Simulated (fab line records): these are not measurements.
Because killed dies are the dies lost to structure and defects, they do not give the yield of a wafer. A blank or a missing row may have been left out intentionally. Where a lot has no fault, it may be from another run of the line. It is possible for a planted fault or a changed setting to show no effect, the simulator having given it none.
Split-lot study | flow n5-finfet | on a route of 1938 steps: 7 lots, 39 wafers read

== THE SPLIT ==
At N5_DUMMY_GATE_ETCH_31 (etches SiO2 in C4F6/O2, target depth 82.5 nm, time 27.5 s), the setting target-depth-a was moved away from the recipe's 825 angstrom on 18 of the 39 wafers read, by -34.0% to +57.0%. All remaining wafers had this setting at the recipe value.

The split's own step is where the reading is taken.

== THE READING ==
SOC_of_DUMMY_GATE_COAT_34.thk-nm (the simulator's own value, which no gauge read), in nm, at N5_DUMMY_GATE_ETCH_31 (etches SiO2 in C4F6/O2, target depth 82.5 nm, time 27.5 s). The file does not state a usual value for it. Across the 21 wafers here that went through the recipe, the average is 51.8 nm and the standard deviation 0.26 nm.

wafer  | tool, chamber at the split | target-depth-a as run, angstrom | against the recipe | SOC_of_DUMMY_GATE_COAT_34.thk-nm, nm | against lot-mates on the recipe
L075.1 | rie-diel-01, 2             | 825                             | recipe             | 51.8                                 | -
L075.4 | rie-diel-01, 0             | 825                             | recipe             | 51.6                                 | -
L075.5 | rie-diel-01, 2             | 825                             | recipe             | 52                                   | -
L078.1 | rie-diel-01, 1             | 1028                            | +24.6%             | 49.8                                 | -2.3
L078.2 | rie-diel-01, 3             | 825                             | recipe             | 52.4                                 | -
L078.3 | rie-diel-01, 0             | 825                             | recipe             | 51.8                                 | -
L078.4 | rie-diel-01, 2             | 1028                            | +24.6%             | 50.2                                 | -1.9
L078.5 | rie-diel-01, 3             | 825                             | recipe             | 52.2                                 | -
L078.6 | rie-diel-01, 0             | 1028                            | +24.6%             | 49.8                                 | -2.3
L082.1 | rie-diel-02, 3             | 825                             | recipe             | 51.8                                 | -
L082.2 | rie-diel-02, 2             | 825                             | recipe             | 51.6                                 | -
L082.3 | rie-diel-02, 0             | 599.5                           | -27.3%             | 54.2                                 | +2.5
L082.4 | rie-diel-02, 1             | 599.5                           | -27.3%             | 54                                   | +2.3
L082.5 | rie-diel-02, 1             | 599.5                           | -27.3%             | 54.2                                 | +2.5
L082.6 | rie-diel-02, 2             | 825                             | recipe             | 51.8                                 | -
L087.1 | rie-diel-06, 3             | 661.3                           | -19.8%             | 53.2                                 | +1.2
L087.2 | rie-diel-06, 0             | 825                             | recipe             | 52.2                                 | -
L087.3 | rie-diel-06, 1             | 661.3                           | -19.8%             | 53.4                                 | +1.4
L087.4 | rie-diel-06, 1             | 825                             | recipe             | 52                                   | -
L087.5 | rie-diel-06, 0             | 661.3                           | -19.8%             | 53.6                                 | +1.6
L087.6 | rie-diel-06, 3             | 825                             | recipe             | 51.8                                 | -
L088.1 | rie-diel-06, 0             | 1295                            | +57.0%             | 47                                   | -4.5
L088.2 | rie-diel-06, 3             | 825                             | recipe             | 51.4                                 | -
L088.3 | rie-diel-06, 1             | 1295                            | +57.0%             | 46.8                                 | -4.7
L088.4 | rie-diel-06, 3             | 825                             | recipe             | 51.4                                 | -
L088.5 | rie-diel-06, 0             | 825                             | recipe             | 51.8                                 | -
L088.6 | rie-diel-06, 1             | 1295                            | +57.0%             | 47                                   | -4.5
L095.1 | rie-diel-06, 2             | 825                             | recipe             | 51.8                                 | -
L095.2 | rie-diel-06, 1             | 825                             | recipe             | 51.8                                 | -
L095.3 | rie-diel-06, 3             | 544.4                           | -34.0%             | 54.4                                 | +2.5
L095.4 | rie-diel-06, 0             | 825                             | recipe             | 52                                   | -
L095.5 | rie-diel-06, 1             | 544.4                           | -34.0%             | 54.6                                 | +2.7
L095.6 | rie-diel-06, 2             | 544.4                           | -34.0%             | 54.6                                 | +2.7
L097.1 | rie-diel-02, 0             | 825                             | recipe             | 51.4                                 | -
L097.2 | rie-diel-02, 1             | 1281                            | +55.3%             | 47.2                                 | -4.4
L097.3 | rie-diel-02, 2             | 1281                            | +55.3%             | 47.2                                 | -4.4
L097.4 | rie-diel-02, 3             | 825                             | recipe             | 51.8                                 | -
L097.5 | rie-diel-02, 2             | 1281                            | +55.3%             | 47.2                                 | -4.4
L097.6 | rie-diel-02, 1             | 825                             | recipe             | 51.6                                 | -

FIT RESULTS
A straight line over all 39 wafers: SOC_of_DUMMY_GATE_COAT_34.thk-nm changes by -0.0832 nm for each +1% of target-depth-a; r = -1.00; the points scatter about the line by 0.22 nm.
The same after taking each lot's own level away (the mean of its wafers on the recipe; 39 wafers): -0.0807 nm for each +1%; r = -1.00; scatter 0.18 nm.
That fit puts the effect of the largest move of target-depth-a on the reading at 4.6 nm.
Measured against the standard deviation above, the lots' own levels, which go from 51.53 to 52.13 nm, span 2.3 times it.
Hence the lot-to-lot level has little effect on the slope; both slopes agree.
Check: -4.63 nm against its lot-mates is what the line predicts for one of the wafers moved furthest among these (+57.0%) when that wafer is left out of the fit. It came out at -4.53 nm against them.

== FURTHER SPLITS ON THESE WAFERS ==
Note: prior to the reading, these wafers also went through further splits. Each is held against what the fit with the lots' levels taken away leaves over:
other split on the same wafers          | wafers away from the commonest value | r with SOC_of_DUMMY_GATE_COAT_34.thk-nm (lot level and that fit taken away)
N5_ZERO_LAYER_DEVELOP_10 develop-time-s | 9                                    | +0.12
N5_FIN_SAQP_HM_DEP_03 time-s            | 18                                   | -0.04

== THE WHOLE CHAIN: every reading that the file lists as answering this split, in the file's order ==
step                  | what it does                                              | reading                                                                           | change (the file's fit)                | r (the file's)
N5_DUMMY_GATE_ETCH_31 | etches SiO2 in C4F6/O2, target depth 82.5 nm, time 27.5 s | etch.depth-nm (the simulator's own value, which no gauge read)                    | +0.82 nm for each +1% of the setting   | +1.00
N5_DUMMY_GATE_ETCH_31 | etches SiO2 in C4F6/O2, target depth 82.5 nm, time 27.5 s | SOC_of_DUMMY_GATE_COAT_34.thk-nm (the simulator's own value, which no gauge read) | -0.0808 nm for each +1% of the setting | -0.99

== THE FILE'S OWN FIT ==
SOC_of_DUMMY_GATE_COAT_34.thk-nm changes by -0.0808 nm for each +1% of target-depth-a, r = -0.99.
